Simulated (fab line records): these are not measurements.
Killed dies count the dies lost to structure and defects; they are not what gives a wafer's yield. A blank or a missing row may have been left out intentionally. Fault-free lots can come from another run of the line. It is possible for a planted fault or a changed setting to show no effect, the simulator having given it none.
fab line records	flow nandHarc
[record] lots = 7	wafers = 19	lastDay = 32
route steps=1302 shown A_DECK1_JOINT@533 A_ONON_D2@545 END@1302
lots that met no fault: taken from a fault-free run of the same line
startH: hours from the record's opening day to when the first of the lot's shown wafers began	waitH: hours from the lot's prior step to this one	" identical to the entry in the row above	L1.1+2: a row that stands for several wafers	- value missing, or start not given	* or withheld: withheld	< > ~ a bound
route shown NAME@n: a module of which the file shows steps, and the number in the route of the first	usual: mean/standard deviation of fault-free wafers	same: alike in all rows	chamber/n: place in a boat	sites: readings site by site	_std_site: the standard deviation of these	_edge_site: inner sites' mean taken away from outer sites' mean	radiusMm: for every site, how far away it sits from the centre of the wafer	mask NAME#n: copy n	behind: the last tool/chamber to shape the wafer	hold: cause of the lot's hold/its duration in hours/its outcome	device: the transistor (n, p or np) that didn't switch	end of line: the route-end tests of the same wafers	a step given without rows: its recipe and nothing more	killed: count of dies lost to structure and defects at first sort (not the wafer's yield)	map: shows each die of a wafer: x if killed, . if not, _ if none is there
set.NAME: setting as actually run; set.NAME@STEP: the setting as run at that earlier step	model.NAME: the simulator's own value behind a step, which no gauge read
lots at some steps of the route; a table a step, a row a wafer
services: a tool's chamber out of use, with start hour (startH, from the record's first day; less than 0 if before it), hours out, and reason
[[steps]]
[step NHARC_A_DECK1_JOINT_CVD_34]
[recipe] targetThkA = 200	tempC = 700	pressureMtorr = 300	material = SiNx
[step NHARC_A_DECK1_JOINT_DEP_06]
[recipe] targetThkA = 800	tempC = 65	material = SiOx
[step NHARC_A_DECK1_JOINT_CURE_26]
[recipe] tempC = 150	timeS = 32	pressureAtm = 0.395
[step NHARC_A_DECK1_JOINT_ANNEAL_27]
[recipe] tempC = 400	timeS = 3600	idleTempC = 300	rampUpCPerMin = 10	densificationPH2oTorr = 640
[step NHARC_A_DECK1_JOINT_ANNEAL_28]
[recipe] tempC = 500	timeS = 1800	idleTempC = 400	rampUpCPerMin = 10	densificationPH2oTorr = 640
[step NHARC_A_DECK1_JOINT_ANNEAL_29]
[recipe] tempC = 750	timeS = 1800	idleTempC = 500	rampUpCPerMin = 10	rampDownCPerMin = 3
[step NHARC_A_DECK1_JOINT_CMP_02]
[recipe] material = SiOx
[usual] motorCurrentA = 12.1/1.3	padLifeWafers = 179/110	slurryFilterDpKPa = 13.50/0.13
lot.wafer	tool	chamber	startH	waitH	motorCurrentA	padLifeWafers	slurryFilterDpKPa
L281.3	cmp-01	3	298.19	0.4	14.0	44	13.77
L281.6	"	1	"	"	13.8	-	13.54
L284.3	cmp-02	3	318.48	0.4	12.4	336	13.45
L284.4	"	1	"	"	11.4	338	13.50
L284.5	"	0	"	"	10.4	-	13.53
L285.3	cmp-01	0	332.28	0.4	11.3	183	13.39
L285.6	"	1	"	"	14.6	-	13.45
L293.2	cmp-02	1	419.36	0.4	11.0	330	13.29
L293.1	"	0	"	"	10.1	333	13.50
L293.5	"	2	"	"	13.0	-	13.61
L296.1	cmp-03	0	448.47	0.4	11.4	312	13.44
L296.4	"	1	"	"	10.8	313	13.36
L296.2	"	3	"	"	11.6	315	13.35
L297.4	cmp-01	0	448.50	0.4	10.5	277	13.41
L297.2	"	1	"	"	14.0	278	13.35
L297.5	"	0	"	"	10.6	-	13.47
L300.1	cmp-03	0	480.03	0.4	12.0	84	13.49
L300.5	"	0	"	"	11.2	-	13.51
L300.6	"	1	"	"	10.1	-	13.67
[step NHARC_A_DECK1_JOINT_SRD_15]
[step NHARC_A_DECK1_JOINT_DEP_16]
[recipe] targetThkA = 450	tempC = 400	pressureTorr = 6.5	rfW = 900	teosFlowSccm = 161.4	flowSccm = 2650	targetThkNm = 45	gas = O2	material = SiO2
[usual] heaterPowerW = 583/120	throttleValvePct = 15.6/0.34
lot.wafer	tool	chamber	startH	waitH	heaterPowerW	throttleValvePct
L281.3	pecvd-04	2	298.59	0.1	621	15.1
L281.6	"	2	"	"	639	15.3
L284.3	pecvd-04	2	318.90	0.1	617	15.1
L284.5	"	1	"	"	527	15.9
L284.4	"	0	"	"	724	15.5
L285.3	pecvd-01	0	332.59	0.1	571	15.7
L285.6	"	1	"	"	700	15.2
L293.2	pecvd-04	1	419.75	0.1	562	16.0
L293.1	"	2	"	"	644	15.3
L293.5	"	0	"	"	806	15.5
L297.2	pecvd-01	1	448.89	0.1	660	15.4
L297.5	"	0	"	"	628	15.8
L297.4	"	2	"	"	438	15.6
L296.1	pecvd-01	1	449.04	0.2	688	15.4
L296.2	"	0	"	"	579	16.1
L296.4	"	2	"	"	493	15.7
L300.1	pecvd-01	1	480.48	0.1	573	15.6
L300.6	"	2	"	"	434	15.5
L300.5	"	0	"	"	624	16.0
[step NHARC_A_DECK1_JOINT_THK_MEAS_17]
[recipe] thkMeasGauge = ellipsometry
[usual] thkNm = 45.2/1.2
lot.wafer	tool	chamber	startH	waitH	thkNm
L281.3	filmMetro-02	-	298.81	0.2	44.7
L281.6	"	-	"	"	44.7
L284.3	filmMetro-01	-	319.15	0.2	44.9
L284.4	"	-	"	"	45.9
L284.5	"	-	"	"	44.8
L285.3	filmMetro-02	-	332.88	0.3	45.4
L285.6	"	-	"	"	43.7
L293.1	filmMetro-02	-	420.03	0.2	43.2
L293.2	"	-	"	"	45.9
L293.5	"	-	"	"	45.5
L297.2	filmMetro-01	-	449.15	0.2	44.7
L297.4	"	-	"	"	44.0
L297.5	"	-	"	"	48.3
L296.1	filmMetro-02	-	449.32	0.3	44.7
L296.2	"	-	"	"	43.4
L296.4	"	-	"	"	46.0
L300.1	filmMetro-02	-	480.70	0.2	45.9
L300.5	"	-	"	"	45.6
L300.6	"	-	"	"	44.9
[step NHARC_A_DECK1_JOINT_INSPECT_05]
[usual] rawDefectCount = 329/120
lot.wafer	tool	chamber	startH	waitH	rawDefectCount
L281.3	defectInspect-02	-	298.85	0.0	244
L281.6	"	-	"	"	197
L284.3	defectInspect-01	-	319.19	0.0	519
L284.4	"	-	"	"	528
L284.5	"	-	"	"	404
L285.3	defectInspect-02	-	332.91	0.0	136
L285.6	"	-	"	"	513
L293.1	defectInspect-01	-	420.07	0.0	279
L293.2	"	-	"	"	444
L293.5	"	-	"	"	603
L297.2	defectInspect-02	-	449.18	0.0	241
L297.4	"	-	"	"	408
L297.5	"	-	"	"	306
L296.1	defectInspect-01	-	449.35	0.0	438
L296.2	"	-	"	"	380
L296.4	"	-	"	"	496
L300.1	defectInspect-01	-	480.74	0.0	372
L300.5	"	-	"	"	238
L300.6	"	-	"	"	396
[step NHARC_A_ONON_D2_DEP_00]
[recipe] targetThkA = 10000	n2FlowSccm = 2750	n2oFlowSccm = 2000	nh3FlowSccm = 500	sih4FlowSccm = 210	tempC = 400
[usual] n2oFlowSccm = 2000/6.3
lot.wafer	tool	chamber	startH	waitH	n2oFlowSccm
L281.3	pecvdOnon-02	0	299.03	0.2	1993
L281.6	"	0	"	"	1995
L284.3	pecvdOnon-02	0	319.37	0.2	1984
L284.4	"	0	"	"	1992
L284.5	"	0	"	"	1993
L285.3	pecvdOnon-02	0	333.09	0.2	1990
L285.6	"	0	"	"	2000
L293.1	pecvdOnon-02	0	420.13	0.1	1996
L293.2	"	0	"	"	1992
L293.5	"	0	"	"	1993
L297.2	pecvdOnon-02	0	449.30	0.1	2010
L297.4	"	0	"	"	1998
L297.5	"	0	"	"	1995
L296.1	pecvdOnon-04	0	449.42	0.1	2002
L296.2	"	0	"	"	2004
L296.4	"	0	"	"	2003
L300.1	pecvdOnon-04	0	480.80	0.1	2006
L300.5	"	0	"	"	2005
L300.6	"	0	"	"	1996
[step NHARC_A_ONON_D2_THK_MEAS_02]
[recipe] thkMeasGauge = ellipsometry
[usual] thkNm = 1005/12
lot.wafer	tool	chamber	startH	waitH	thkNm
L281.3	filmMetro-02	-	299.42	-	1034
L281.6	"	-	"	"	1476
L284.3	filmMetro-02	-	319.77	-	995
L284.4	"	-	"	"	993
L284.5	"	-	"	"	1438
L285.3	filmMetro-02	-	333.49	-	1006
L285.6	"	-	"	"	1450
L293.1	filmMetro-02	-	420.65	-	1000
L293.2	"	-	"	"	999
L293.5	"	-	"	"	1000
L297.2	filmMetro-01	-	449.75	-	1016
L297.4	"	-	"	"	1017
L297.5	"	-	"	"	1015
L296.1	filmMetro-01	-	449.94	-	992
L296.2	"	-	"	"	993
L296.4	"	-	"	"	994
L300.1	filmMetro-02	-	481.31	-	1000
L300.5	"	-	"	"	999
L300.6	"	-	"	"	1000
[step NHARC_A_ONON_D2_DEP_03]
[recipe] targetThkA = 10000	n2FlowSccm = 2750	n2oFlowSccm = 2000	nh3FlowSccm = 500	sih4FlowSccm = 210	tempC = 400
[step NHARC_END_SORT_01]
[recipe] tempC = 25
[usual] killedAtArray = 53/18	killedAtOther = 0.9/1.3	killedAtPeriphery = 4/3.1	killedDies = 58/18	killedOpen = 3.4/2	killedShort = 2.5/1.8
[same] grossDies = 677
lot.wafer	tool	chamber	startH	waitH	killedAtArray	killedAtOther	killedAtPeriphery	killedDies	killedOpen	killedShort
L284.3	prober-01	0	596.00	3.1	59	0	4	63	1	2
L284.4	prober-01	0	596.79	3.4	86	0	7	93	8	1
L284.5	prober-01	0	597.59	3.7	64	0	5	69	4	3
L285.3	prober-02	0	613.82	3.1	19	0	1	20	1	2
L285.6	prober-02	0	616.18	3.9	30	2	0	32	1	1
L293.1	prober-01	0	697.31	2.5	34	0	8	42	6	1
L293.2	prober-01	0	698.11	2.8	44	1	12	57	4	4
L293.5	prober-01	0	700.52	3.7	35	0	11	46	1	1
L296.1	prober-02	0	737.43	2.5	75	0	5	80	0	1
L296.2	prober-02	0	738.23	2.8	53	5	4	62	3	1
L296.4	prober-02	0	739.83	3.4	74	2	2	78	5	0
L297.2	prober-01	0	746.03	2.8	32	1	6	39	2	1
L297.4	prober-01	0	747.62	3.4	33	1	8	42	4	2
L297.5	prober-01	0	748.42	3.7	25	1	11	37	7	0
L300.1	prober-02	0	771.49	2.5	58	1	1	60	3	2
L300.5	prober-02	0	774.64	3.7	55	0	6	61	6	3
L300.6	prober-02	0	775.43	3.9	49	1	0	50	2	1
// killed by level:class
L284.3 A_SLIT:chamberFilmFlake=20 A_CHANNEL_HOLE_D2:chamberFilmFlake=17 A_CHANNEL_HOLE_D1:chamberFilmFlake=8 A_CONTACT:chamberFilmFlake=6 A_STAIRCASE:chamberFilmFlake=4 P_M1:chamberFilmFlake=2 A_CHANNEL_FILL_D1:chamberFilmFlake=2 A_WL_FILL:geometricParticle:short=1
L284.4 A_CHANNEL_HOLE_D1:chamberFilmFlake=30 A_SLIT:chamberFilmFlake=22 A_CHANNEL_HOLE_D2:chamberFilmFlake=17 A_STAIRCASE:chamberFilmFlake=9 P_M1:chamberFilmFlake=3 A_CHANNEL_FILL_D2:geometricParticle:open=2 A_CHANNEL_FILL_D1:chamberFilmFlake=2 P_CONTACT:geometricParticle:open=1
L284.5 A_CHANNEL_HOLE_D1:chamberFilmFlake=18 A_SLIT:chamberFilmFlake=18 A_CHANNEL_HOLE_D2:chamberFilmFlake=12 A_STAIRCASE:chamberFilmFlake=5 A_CONTACT:chamberFilmFlake=4 A_WL_FILL:geometricParticle:open=2 P_M1:chamberFilmFlake=2 P_GATE:geometricParticle:short=1
L285.3 A_CHANNEL_HOLE_D2:chamberFilmFlake=7 A_CHANNEL_HOLE_D1:chamberFilmFlake=3 A_CHANNEL_FILL_D2:chamberFilmFlake=2 A_SGD_CUT:chamberFilmFlake=2 P_CONTACT:geometricParticle:short=1 A_CHANNEL_FILL_D1:geometricParticle:open=1 A_CONTACT:geometricParticle:short=1 A_DECK1_JOINT:chamberFilmFlake=1
L285.6 A_CHANNEL_HOLE_D2:chamberFilmFlake=13 A_CHANNEL_HOLE_D1:chamberFilmFlake=3 A_CONTACT:chamberFilmFlake=3 A_CHANNEL_FILL_D1:chamberFilmFlake=2 A_CHANNEL_FILL_D2:chamberFilmFlake=2 A_SLIT:chamberFilmFlake=2 THIN_TSV:chamberFilmFlake=2 A_ONON_D1:geometricParticle:short=1
L293.1 A_CHANNEL_HOLE_D1:chamberFilmFlake=19 P_CONTACT:chamberFilmFlake=5 A_SLIT:chamberFilmFlake=5 A_STAIRCASE:chamberFilmFlake=4 P_GATE:geometricParticle:short=1 P_GATE:geometricParticle:open=1 P_CONTACT:geometricParticle:open=1 A_CHANNEL_HOLE_D1:geometricParticle:open=1
L293.2 A_CHANNEL_HOLE_D1:chamberFilmFlake=36 P_CONTACT:chamberFilmFlake=9 A_ZERO_WELL:chamberFilmFlake=2 P_M1:geometricParticle:open=1 P_M1:geometricParticle:short=1 A_SOURCE_PLATE:geometricParticle:open=1 A_CHANNEL_FILL_D1:geometricParticle:short=1 A_CHANNEL_FILL_D2:geometricParticle:open=1
L293.5 A_CHANNEL_HOLE_D1:chamberFilmFlake=30 P_CONTACT:chamberFilmFlake=10 A_SLIT:chamberFilmFlake=2 P_M0:geometricParticle:open=1 A_SOURCE_PLATE:geometricParticle:short=1 A_STAIRCASE:chamberFilmFlake=1 A_WL_FILL:chamberFilmFlake=1
L296.1 A_CHANNEL_HOLE_D1:chamberFilmFlake=38 A_SLIT:chamberFilmFlake=25 A_WL_FILL:chamberFilmFlake=5 P_ZERO_WELL:chamberFilmFlake=3 A_CONTACT:chamberFilmFlake=3 P_M2:chamberFilmFlake=2 A_STAIRCASE:chamberFilmFlake=2 A_CHANNEL_HOLE_D2:geometricParticle:short=1
L296.2 A_SLIT:chamberFilmFlake=25 A_CHANNEL_HOLE_D1:chamberFilmFlake=18 THIN_TSV:chamberFilmFlake=5 A_CONTACT:chamberFilmFlake=3 A_CHANNEL_FILL_D1:geometricParticle:open=2 P_M2:chamberFilmFlake=2 A_STAIRCASE:chamberFilmFlake=2 A_DECK1_JOINT:geometricParticle:short=1
L296.4 A_CHANNEL_HOLE_D1:chamberFilmFlake=34 A_SLIT:chamberFilmFlake=24 A_STAIRCASE:chamberFilmFlake=7 A_CHANNEL_HOLE_D1:geometricParticle:open=2 A_WL_FILL:geometricParticle:open=2 A_CONTACT:chamberFilmFlake=2 THIN_TSV:chamberFilmFlake=2 A_M0:geometricParticle:open=1
L297.2 A_CHANNEL_HOLE_D1:chamberFilmFlake=11 A_CONTACT:chamberFilmFlake=8 A_SLIT:chamberFilmFlake=6 P_GATE:chamberFilmFlake=4 A_CHANNEL_HOLE_D2:chamberFilmFlake=4 P_CONTACT:geometricParticle:open=1 A_SGD_CUT:geometricParticle:open=1 A_SGD_CUT:geometricParticle:short=1
L297.4 A_CHANNEL_HOLE_D1:chamberFilmFlake=10 A_CONTACT:chamberFilmFlake=7 A_SLIT:chamberFilmFlake=4 P_GATE:chamberFilmFlake=3 P_M2:chamberFilmFlake=3 A_CHANNEL_HOLE_D2:chamberFilmFlake=3 A_STAIRCASE:chamberFilmFlake=3 P_M1:geometricParticle:open=1
L297.5 A_CHANNEL_HOLE_D1:chamberFilmFlake=8 P_GATE:chamberFilmFlake=6 A_CONTACT:chamberFilmFlake=6 A_SLIT:chamberFilmFlake=4 A_STAIRCASE:chamberFilmFlake=3 P_GATE:geometricParticle:open=2 P_M0:geometricParticle:open=2 P_CONTACT:geometricParticle:open=1
L300.1 A_CHANNEL_HOLE_D2:chamberFilmFlake=17 A_CHANNEL_HOLE_D1:chamberFilmFlake=15 A_SLIT:chamberFilmFlake=15 A_STAIRCASE:chamberFilmFlake=6 A_CHANNEL_HOLE_D2:geometricParticle:open=1 A_CHANNEL_FILL_D2:geometricParticle:short=1 A_SGD_CUT:geometricParticle:open=1 A_SGD_CUT:geometricParticle:short=1
L300.5 A_CHANNEL_HOLE_D2:chamberFilmFlake=17 A_SLIT:chamberFilmFlake=16 A_CHANNEL_HOLE_D1:chamberFilmFlake=6 A_STAIRCASE:chamberFilmFlake=5 P_CONTACT:geometricParticle:open=3 A_CHANNEL_FILL_D1:chamberFilmFlake=3 A_CONTACT:chamberFilmFlake=3 P_GATE:geometricParticle:short=1
L300.6 A_SLIT:chamberFilmFlake=18 A_CHANNEL_HOLE_D2:chamberFilmFlake=9 A_CHANNEL_HOLE_D1:chamberFilmFlake=8 A_CONTACT:chamberFilmFlake=6 A_CHANNEL_FILL_D2:chamberFilmFlake=3 A_STAIRCASE:chamberFilmFlake=2 A_DECK1_JOINT:geometricParticle:short=1 A_CHANNEL_FILL_D2:geometricParticle:open=1
[[services]]
tool	chamber	startH	hours	kind
cmp-01	-	283.50	4.0	pm
cmp-01	-	302.01	3.2	repair
pecvdOnon-04	-	311.00	13.0	pm
pecvd-01	-	311.15	13.0	pm
pecvd-01	0	311.15	13.0	ventCycle
pecvd-01	1	311.15	13.0	ventCycle
pecvd-01	2	311.15	13.0	ventCycle
pecvd-01	0	324.15	-	clean
pecvd-01	-	329.37	1.4	repair
cmp-02	-	331.74	4.0	pm
pecvd-04	1	351.39	2.8	repair
cmp-03	-	355.13	1.5	repair
cmp-03	-	359.02	4.0	pm
pecvdOnon-02	-	366.00	13.0	pm
cmp-02	-	374.08	2.7	repair
pecvd-01	0	379.19	1.7	repair
cmp-01	-	381.50	4.0	pm
cmp-02	-	412.05	0.5	repair
pecvd-04	1	413.22	5.2	repair
cmp-02	-	429.74	4.0	pm
pecvd-04	-	450.40	13.0	pm
cmp-03	-	457.02	4.0	pm
cmp-02	-	477.69	3.1	repair
cmp-01	-	479.50	4.0	pm
[[key]]
[firstSign] step = NHARC_A_ONON_D2_THK_MEAS_02	reading = thkNm	direction = up	sigmas = 38	usual = 1005	struck = 1455
effect none on later readings
metAt NHARC_A_ONON_D2_DEP_00
struckWafers L281.6,L284.5,L285.6
sortLeftOut L281.6
testerLeftOut L281,L284,L285
[fault] kind = processParameterDrift	tool = pecvdOnon-02	chamber = -	onsetH = 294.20	steps = NHARC_A_ONON_D2_DEP_00	channel = targetThkA	offset = *	shape = step	endH = 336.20	scope = struckWafersOnly	actsIn = *	stated = *
// testerLeftOut: of these lots the tester's yield and bins aren't shown, on N5 and GAA mostly nor the transistor test; their killed dies are dies lost to structure and defects alone, not to doping, threshold or leakage, so they don't give the yield
// sortLeftOut: the simulated sort isn't trusted on such a fault, so these wafers' sort isn't shown, and their yield isn't known
